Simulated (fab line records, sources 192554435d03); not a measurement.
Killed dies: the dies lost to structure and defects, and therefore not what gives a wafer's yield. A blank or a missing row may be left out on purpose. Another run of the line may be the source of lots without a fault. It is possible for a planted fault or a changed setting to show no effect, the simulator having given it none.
Split-lot experiment :: flow n5Finfet :: 21 wafers read from 7 lots, route of 1938 steps

THE SPLIT
At N5_BEOL_M9_TRENCH_ETCH_37 (etches SiCOH lowk in C4F6/O2, target depth 151.43 nm, time 49 s), the setting biasW was moved away from the recipe's 185 W on 10 of the 21 wafers read, by -18.0% to +16.5%. This setting was run at the recipe's value on the other wafers.

FROM THE SPLIT TO THE READING: what the file shows between them, 11 steps
- N5_BEOL_M9_ETCH_41: etches SiCN in CH3F/O2, target depth 36.6 nm, time 70.1 s
- N5_BEOL_M9_STRIP_80: strips in N2/H2, time 10 s
- N5_BEOL_M9_OCD_MEAS_38
- N5_BEOL_M9_HM_STRIP_39: strips TiN in peroxide tin strip, target depth 25 nm, time 158 s
- N5_BEOL_M9_SRD_40: time 30 s
- N5_BEOL_M9_ECD_50: material Cu, target thk 318 nm
- N5_BEOL_M9_ANNEAL_51: time 90 s
- N5_BEOL_M9_CMP_52: polishes, stops on SiCOH lowk, t overpolish 7 s, target thk 140 nm
- N5_BEOL_M9_THK_MEAS_53: measures by xrf
- N5_BEOL_M9_PRE_CLEAN_55: time 15 s
- N5_BEOL_M9_DEP_56: deposits SiCN from 3MS/NH3, target thk 15 nm, time 26.5 s

THE READING
M9_RS in ohm/sq, measured at N5_BEOL_M9_RS_MEAS_57 by four-point-probe. On this fab line, fault-free wafers typically give 0.152 ohm/sq with a standard deviation of 0.0034 ohm/sq.

wafer: L077.1
tool, chamber at the split: rieDiel-05, 0
biasW as run, W: 168.1
against the recipe: -9.1%
M9_RS, ohm/sq: 0.158
against lot-mates on the recipe: +0.007

wafer: L077.4
tool, chamber at the split: rieDiel-05, 3
biasW as run, W: 185
against the recipe: recipe
M9_RS, ohm/sq: 0.151
against lot-mates on the recipe: -

wafer: L077.6
tool, chamber at the split: rieDiel-05, 1
biasW as run, W: 168.1
against the recipe: -9.1%
M9_RS, ohm/sq: 0.161
against lot-mates on the recipe: +0.010

wafer: L079.2
tool, chamber at the split: rieDiel-01, 0
biasW as run, W: 185
against the recipe: recipe
M9_RS, ohm/sq: 0.152
against lot-mates on the recipe: -

wafer: L079.4
tool, chamber at the split: rieDiel-01, 2
biasW as run, W: 215.6
against the recipe: +16.5%
M9_RS, ohm/sq: 0.145
against lot-mates on the recipe: -0.007

wafer: L079.5
tool, chamber at the split: rieDiel-01, 0
biasW as run, W: 215.6
against the recipe: +16.5%
M9_RS, ohm/sq: 0.144
against lot-mates on the recipe: -0.008

wafer: L088.1
tool, chamber at the split: rieDiel-01, 1
biasW as run, W: 208.6
against the recipe: +12.8%
M9_RS, ohm/sq: 0.138
against lot-mates on the recipe: -0.012

wafer: L088.5
tool, chamber at the split: rieDiel-01, 2
biasW as run, W: 185
against the recipe: recipe
M9_RS, ohm/sq: 0.153
against lot-mates on the recipe: -

wafer: L088.6
tool, chamber at the split: rieDiel-01, 3
biasW as run, W: 185
against the recipe: recipe
M9_RS, ohm/sq: 0.148
against lot-mates on the recipe: -

wafer: L095.2
tool, chamber at the split: rieDiel-01, 0
biasW as run, W: 155.5
against the recipe: -15.9%
M9_RS, ohm/sq: 0.161
against lot-mates on the recipe: +0.014

wafer: L095.5
tool, chamber at the split: rieDiel-01, 0
biasW as run, W: 185
against the recipe: recipe
M9_RS, ohm/sq: 0.152
against lot-mates on the recipe: -

wafer: L095.6
tool, chamber at the split: rieDiel-01, 1
biasW as run, W: 185
against the recipe: recipe
M9_RS, ohm/sq: 0.143
against lot-mates on the recipe: -

wafer: L094.1
tool, chamber at the split: rieDiel-01, 2
biasW as run, W: 185
against the recipe: recipe
M9_RS, ohm/sq: 0.157
against lot-mates on the recipe: -

wafer: L094.3
tool, chamber at the split: rieDiel-01, 3
biasW as run, W: 185
against the recipe: recipe
M9_RS, ohm/sq: 0.151
against lot-mates on the recipe: -

wafer: L094.4
tool, chamber at the split: rieDiel-01, 0
biasW as run, W: 185
against the recipe: recipe
M9_RS, ohm/sq: 0.151
against lot-mates on the recipe: -

wafer: L089.1
tool, chamber at the split: rieDiel-01, 0
biasW as run, W: 151.7
against the recipe: -18.0%
M9_RS, ohm/sq: 0.165
against lot-mates on the recipe: +0.018

wafer: L089.2
tool, chamber at the split: rieDiel-01, 2
biasW as run, W: 151.7
against the recipe: -18.0%
M9_RS, ohm/sq: 0.169
against lot-mates on the recipe: +0.022

wafer: L089.6
tool, chamber at the split: rieDiel-01, 1
biasW as run, W: 185
against the recipe: recipe
M9_RS, ohm/sq: 0.147
against lot-mates on the recipe: -

wafer: L092.1
tool, chamber at the split: rieDiel-06, 0
biasW as run, W: 194.8
against the recipe: +5.3%
M9_RS, ohm/sq: 0.151
against lot-mates on the recipe: -0.007

wafer: L092.2
tool, chamber at the split: rieDiel-06, 2
biasW as run, W: 194.8
against the recipe: +5.3%
M9_RS, ohm/sq: 0.145
against lot-mates on the recipe: -0.013

wafer: L092.4
tool, chamber at the split: rieDiel-06, 1
biasW as run, W: 185
against the recipe: recipe
M9_RS, ohm/sq: 0.158
against lot-mates on the recipe: -

THE FIT
A straight line over all 21 wafers: M9_RS changes by -0.000703 ohm/sq for each +1% of biasW; r = -0.87; the points scatter about the line by 0.0039 ohm/sq.
The same after taking each lot's own level away (the mean of its wafers on the recipe; 21 wafers): -0.00087 ohm/sq for each +1%; r = -0.91; scatter 0.0039 ohm/sq.
Per that fit: largest biasW move, reading shift of 0.016 ohm/sq.
Across the lots, their own levels run from 0.1470 to 0.1580 ohm/sq, a range of 3.2 times the standard deviation given above.
In other words, the slope is changed by the lot-to-lot level; the two fits disagree.
Check: for one of the wafers moved furthest among these (-18.0%), held out of the fit, the line's prediction against its lot-mates is +0.0157 ohm/sq. Against them it came out at +0.018 ohm/sq.
Tool readings at the split's step, against how far the setting was moved: rfVppV r = +0.96.

THE WHOLE CHAIN: every reading that the file lists as answering this split, in the file's order
step: N5_BEOL_M9_TRENCH_ETCH_37
what it does: etches SiCOH lowk in C4F6/O2, target depth 151.43 nm, time 49 s
reading: rfVppV
change (the file's fit): +4.87 V for each +1% of the setting
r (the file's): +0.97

step: N5_BEOL_M9_TRENCH_ETCH_37
what it does: etches SiCOH lowk in C4F6/O2, target depth 151.43 nm, time 49 s
reading: etch.depthNm (the simulator's own value, which no gauge read)
change (the file's fit): +0.715 nm for each +1% of the setting
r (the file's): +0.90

step: N5_BEOL_M9_TRENCH_ETCH_37
what it does: etches SiCOH lowk in C4F6/O2, target depth 151.43 nm, time 49 s
reading: BEOL_M9.featureDepthNm (the simulator's own value, which no gauge read)
change (the file's fit): +0.711 nm for each +1% of the setting
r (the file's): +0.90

step: N5_BEOL_M9_TRENCH_ETCH_37
what it does: etches SiCOH lowk in C4F6/O2, target depth 151.43 nm, time 49 s
reading: TiN_of_BEOL_M9_HM_DEP_02.thkNm (the simulator's own value, which no gauge read)
change (the file's fit): -0.0375 nm for each +1% of the setting
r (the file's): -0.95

step: N5_BEOL_M9_OCD_MEAS_38
what it does: 
reading: trenchDepthNm
change (the file's fit): +0.748 nm for each +1% of the setting
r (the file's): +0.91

step: N5_BEOL_M9_CMP_52
what it does: polishes, stops on SiCOH lowk, t overpolish 7 s, target thk 140 nm
reading: Cu_of_BEOL_M9_ECD_50.thkNm (the simulator's own value, which no gauge read)
change (the file's fit): +0.726 nm for each +1% of the setting
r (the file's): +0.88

step: N5_BEOL_M9_THK_MEAS_53
what it does: measures by xrf
reading: M9_THK
change (the file's fit): +0.73 for each +1% of the setting
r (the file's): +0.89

step: N5_BEOL_M9_RS_MEAS_57
what it does: measures by four-point-probe
reading: M9_RS
change (the file's fit): -0.000879 for each +1% of the setting
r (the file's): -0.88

FILE'S OWN FIT
M9_RS changes by -0.000879 ohm/sq for each +1% of biasW, r = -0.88.
